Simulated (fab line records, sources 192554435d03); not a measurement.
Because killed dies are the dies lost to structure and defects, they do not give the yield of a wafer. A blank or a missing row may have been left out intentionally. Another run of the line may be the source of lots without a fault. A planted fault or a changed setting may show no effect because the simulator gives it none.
Chamber matching | flow n5_finfet | N5_GATE_CUT_CMP_43 on cmp-01 has 4 sister chambers
The step polishes SiO2. 20 wafers are shown with their chamber, then 10 later ones without.

WAFERS WITH THEIR CHAMBER
wafer  | chamber | motor_current_A (A)
L074.2 | 2       | 13.4
L074.3 | 3       | 13.7
L074.4 | 0       | 14.7
L078.1 | 3       | 13.8
L078.4 | 0       | 14.2
L078.5 | 3       | 13.5
L084.1 | 0       | 15.2
L084.2 | 2       | 13.0
L084.6 | 2       | 13.1
L086.1 | 2       | 13.3
L086.5 | 3       | 13.3
L086.6 | 0       | 15.0
L087.1 | 2       | 12.6
L087.2 | 1       | 11.0
L087.3 | 3       | 13.4
L091.1 | 0       | 14.8
L091.2 | 3       | 13.4
L091.3 | 2       | 13.0
L092.2 | 0       | 13.6
L092.4 | 2       | 13.6

SIGNATURES (means of the wafers above)
reading         | chamber 0 | chamber 1 | chamber 2 | chamber 3 | scatter within a chamber
motor_current_A | 14.583    | 11.000    | 13.143    | 13.517    | 0.4
Rule: for a wafer and a chamber, the distance is found by dividing, reading by reading, the gap between the wafer's reading and the chamber's mean by the reading's scatter, squaring, summing and taking the root. If the next closest chamber is less than 2 further off than the closest, the wafer can't be placed; otherwise it belongs to the closest. The scatter is the square root of a quotient: the sum, over the shown wafers, of each reading's squared deviation from its chamber's mean, divided by wafers minus chambers.

WAFERS WITHOUT THEIR CHAMBER
wafer  | motor_current_A (A)
L092.5 | 15.2
L093.1 | 9.7
L093.5 | 15.0
L093.6 | 11.2
L096.1 | 14.8
L096.3 | 13.7
L096.6 | 14.6
L097.3 | 12.9
L097.4 | 14.9
L097.6 | 15.4

THE CHAMBER EACH PASSED THROUGH
wafer  | from the rows above          | in truth
L092.5 | 0                            | 0
L093.1 | 1                            | 1
L093.5 | 0                            | 0
L093.6 | 1                            | 1
L096.1 | 0                            | 0
L096.3 | can't be placed: 3 or 2 or 0 | 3
L096.6 | 0                            | 0
L097.3 | can't be placed: 2 or 3      | 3
L097.4 | 0                            | 0
L097.6 | 0                            | 0
Correctly placed: 8 of 10. Unplaceable from these rows: 2, with the true chamber sitting among the candidates in 2. Number placed wrongly: 0.
